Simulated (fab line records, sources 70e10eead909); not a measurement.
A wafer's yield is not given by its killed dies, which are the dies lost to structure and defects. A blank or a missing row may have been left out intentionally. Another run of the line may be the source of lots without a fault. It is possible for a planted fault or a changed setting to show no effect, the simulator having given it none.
Matching of chambers -- flow nand-harc -- NHARC_A_CHANNEL_HOLE_D1_DESCUM_15 on rie-diel-12 has 4 sister chambers
The step chemistry O2, time 3 s. 18 wafers are shown with their chamber, then 9 later ones without.

WAFERS, EACH WITH ITS CHAMBER
wafer,chamber,showerhead-plenum-p-Torr (Torr),throttle-valve-pct (%),oes-product-au (a.u.)
L075.3,2,1.95,11.307,0.999
L075.4,0,1.82,11.325,1.005
L075.6,3,1.80,11.314,1.009
L079.1,1,2.01,11.317,0.994
L079.2,3,1.80,11.297,0.986
L079.4,0,1.81,11.318,0.986
L080.1,2,1.95,11.311,0.997
L080.2,1,2.01,11.303,1.011
L080.4,3,1.80,11.314,1.001
L081.3,0,1.81,11.313,1.000
L081.4,1,2.01,11.319,1.017
L081.6,0,1.81,11.319,1.006
L085.4,0,1.81,11.320,0.991
L085.5,3,1.79,11.313,1.004
L085.6,0,1.81,11.308,1.005
L089.2,3,1.79,11.304,0.987
L089.3,0,1.81,11.316,1.007
L089.5,3,1.79,11.304,0.997

SIGNATURES, as means of the wafers listed above
reading,chamber 0,chamber 1,chamber 2,chamber 3,scatter within a chamber
showerhead-plenum-p-Torr,1.8114,2.0100,1.9500,1.7950,0.0041
throttle-valve-pct,11.31700,11.31300,11.30900,11.30767,0.00647
oes-product-au,1.00000,1.00733,0.99800,0.99733,0.00898
Rule: for a wafer and a chamber, the distance is found by dividing, reading by reading, the gap between the wafer's reading and the chamber's mean by the reading's scatter, squaring, summing and taking the root. The wafer belongs to the nearest chamber; if the next one is less than 2 further off, it can't be placed. The scatter is the square root of a quotient: the sum, over the shown wafers, of each reading's squared deviation from its chamber's mean, divided by wafers minus chambers.

WAFERS MISSING THEIR CHAMBER
wafer,showerhead-plenum-p-Torr (Torr),throttle-valve-pct (%),oes-product-au (a.u.)
L095.1,1.79,11.314,0.999
L095.2,1.95,11.311,0.988
L095.5,1.79,11.317,0.998
L096.1,1.95,11.325,0.979
L096.2,2.01,11.308,1.010
L096.3,1.81,11.308,0.996
L097.2,1.81,11.329,1.003
L097.3,1.79,11.304,1.007
L097.6,1.79,11.301,1.001

CHAMBER TAKEN BY EACH
wafer,from the rows above,in truth
L095.1,3,3
L095.2,2,2
L095.5,3,3
L096.1,2,2
L096.2,1,1
L096.3,0,0
L097.2,0,0
L097.3,3,3
L097.6,3,3
9 of 9 placed correctly. From these rows, 0 cannot be placed. Placed wrongly: 0.
